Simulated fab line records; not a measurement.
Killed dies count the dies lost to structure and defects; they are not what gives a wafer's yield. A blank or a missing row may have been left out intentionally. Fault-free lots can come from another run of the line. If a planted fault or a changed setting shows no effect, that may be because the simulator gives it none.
Struck lot and sound lot, side by side | flow nandHarc | 44 steps out of a route of 1302
Sound: the wafers L319.1, L319.2, L319.6. Struck: wafer L328.1. (L328.4, L328.5 of the same lot were not struck and are left out.) The cause comes at the end.
At each step with rows: each side's tool, then ch and its chambers, then its first start. Under that, the readings that differ: sound wafers | struck wafers | difference of the means | sigmas: that difference in standard deviations of wafers without a fault.
alike: same words and numbers on both sides, and readings whose means sit less than 2 such deviations apart. not compared: any withheld reading, any reading some wafer has no value for, any bound like >300 that may hide the same value, and any number with overlapping values for which the record gives no deviation.
The two part at a step that has a row with sigmas, a row that says differs or no value, or rows on one side only. Non-overlapping numbers with no deviation appear without sigmas and do not part them. Lack of a reading on every wafer of one side parts them only where that side has two or more wafers.

NHARC_P_GATE_DESCUM_31: chemistry O2, time 3 s.
  sound on rieDiel-03 ch 0,2, day 5 16:32; struck on rieDiel-03 ch 3, day 9 02:23
  alike: drypumpMotorCurrentA, mfcArSccm, oesProductAu, rfVppV, showerheadPlenumPTorr, throttleValvePct
  not compared: rfHoursCounterH
NHARC_P_GATE_ETCH_104: etches the open film in CF4/CHF3, target depth 60 nm.
  sound on rieDiel-03 ch 1,2, day 5 16:37; struck on rieDiel-03 ch 0, day 9 02:28
reading              | sound                | struck | difference | sigmas
throttleValvePct (%) | 16.810 16.800 16.782 | 16.825 | +0.028     | +3
  alike: cf4FlowSccm, drypumpMotorCurrentA, mfcArSccm, oesProductAu, rfVppV, showerheadPlenumPTorr
NHARC_P_GATE_HM_OPEN_105: chemistry O2/COS, target depth 360 nm.
  sound: rieDiel-03 ch 1,3; struck: rieDiel-03 ch 3
reading              | sound                | struck | difference | sigmas
throttleValvePct (%) | 28.323 28.320 28.326 | 28.340 | +0.017     | +2
  alike: drypumpMotorCurrentA, mfcArSccm, oesProductAu, rfVppV, showerheadPlenumPTorr
  not compared: rfHoursCounterH
then, 1 step without rows for these wafers: NHARC_P_GATE_STRIP_106 (strips in O2/COS).
NHARC_P_GATE_ETCH_114: etches the open film in CF4/O2, target depth 30 nm, overetch 3 nm, time 16.5 s.
  sound: rieDiel-03 ch 0,1,3; struck: rieDiel-03 ch 2
reading              | sound                | struck | difference | sigmas
throttleValvePct (%) | 13.404 13.401 13.419 | 13.386 | -0.022     | -2
  alike: cf4FlowSccm, drypumpMotorCurrentA, mfcArSccm, oesProductAu, rfVppV, showerheadPlenumPTorr
  not compared: rfHoursCounterH
then, 2 steps without rows for these wafers: NHARC_P_GATE_ETCH_32 (etches the open film in HBr/Cl2, target depth 150 nm, time 100.1 s); NHARC_P_GATE_STRIP_108 (strips in O2).
NHARC_P_GATE_CD_MEAS_33:
  sound on cdSem-01, day 5 17:20; struck on cdSem-03, day 9 03:11
  alike: cdNm
then, 3 steps without rows for these wafers: NHARC_P_GATE_STRIP_35 (strips in SPM, time 600 s); NHARC_P_GATE_PRECLEAN_73 (cleans in SC1); NHARC_P_GATE_SRD_74.
NHARC_P_GATE_ALD_36: deposits SiNx, target thk 20 nm, pulse time 60 s, ald cycles 223.
  sound on aldSin-03 ch 0,1,3, day 5 19:55; struck on aldSin-03 ch 1, day 9 03:38
  alike: heaterPowerOuterW, heaterPowerW, precursorPulseHeightRel
  not compared: sinceWetCleanH
NHARC_P_GATE_ETCHBACK_37: etches the open film in CHF3/O2, target depth 34.5 nm, time 17.2 s.
  sound on rieDiel-10 ch 0,1, day 6 03:20; struck on rieDiel-03 ch 2, day 9 13:13
reading                  | sound       | struck | difference | sigmas
drypumpMotorCurrentA (A) | 6.4 6.6 6.4 | 5.2    | -1.3       | -3
  alike: chf3FlowSccm, mfcArSccm, oesProductAu, rfVppV, showerheadPlenumPTorr, throttleValvePct
  not compared: rfHoursCounterH
then, 13 steps without rows for these wafers: NHARC_P_GATE_STRIP_101 (strips in O2, time 20 s); NHARC_P_GATE_PRECLEAN_97 (cleans in SPM, time 600 s); NHARC_P_GATE_SRD_98; NHARC_P_GATE_PRECLEAN_99 (cleans in SC1); NHARC_P_GATE_SRD_100; NHARC_P_GATE_DEHYDRATE_38 (time 120 s); NHARC_P_GATE_HMDS_39 (time 30 s); NHARC_P_GATE_COAT_40; NHARC_P_GATE_SOFTBAKE_41 (time 95 s); NHARC_P_GATE_EBR_42; NHARC_P_GATE_EXPOSE_43 (exposes mask P NSD, target cd 720 nm); NHARC_P_GATE_PEB_44 (peb time 85 s); NHARC_P_GATE_DEVELOP_45 (time 70 s).
NHARC_P_GATE_CD_MEAS_46 targets a cd of 720 nm.
  sound on cdSem-03 ch 0, day 6 04:25; struck on cdSem-01 ch 0, day 9 14:06
  alike: cdNm
then, 14 steps without rows for these wafers: NHARC_P_GATE_HARDBAKE_47 (time 80 s); NHARC_P_GATE_DESCUM_48 (chemistry O2, time 3 s); NHARC_P_GATE_IMPLANT_49; NHARC_P_GATE_STRIP_111 (strips in N2/H2, time 250 s); NHARC_P_GATE_STRIP_75 (strips in O2); NHARC_P_GATE_STRIP_50 (strips in SPM, time 900 s); NHARC_P_GATE_DEHYDRATE_51 (time 120 s); NHARC_P_GATE_HMDS_52 (time 30 s); NHARC_P_GATE_COAT_53; NHARC_P_GATE_SOFTBAKE_54 (time 95 s); NHARC_P_GATE_EBR_55; NHARC_P_GATE_EXPOSE_56 (exposes mask P PSD, target cd 720 nm); NHARC_P_GATE_PEB_57 (peb time 85 s); NHARC_P_GATE_DEVELOP_58 (time 70 s).
NHARC_P_GATE_CD_MEAS_59 targets a cd of 720 nm.
  sound on cdSem-02 ch 0, day 6 06:15; struck on cdSem-03 ch 0, day 9 15:51
  alike: cdNm
NHARC_P_GATE_INSPECT_68:
  sound on defectInspect-02, day 7 05:34; struck on defectInspect-02, day 9 20:52
reading        | sound       | struck | difference | sigmas
rawDefectCount | 123 111 234 | 600    | +444       | +6
-- record jumps: 19 days between struck wafers' starts before vs after; left off in module P_GATE, resumes in module END, first step shown is number 1302 of the route --
NHARC_END_SORT_01:
  at this point the record logs the struck wafers (prober-02 ch 0, day 28 18:56) and has no rows for the sound ones

WHERE THEY PART
Last at NHARC_END_SORT_01 as far as this record goes, first at NHARC_P_GATE_ETCH_104.

WHY: what the simulator had put in
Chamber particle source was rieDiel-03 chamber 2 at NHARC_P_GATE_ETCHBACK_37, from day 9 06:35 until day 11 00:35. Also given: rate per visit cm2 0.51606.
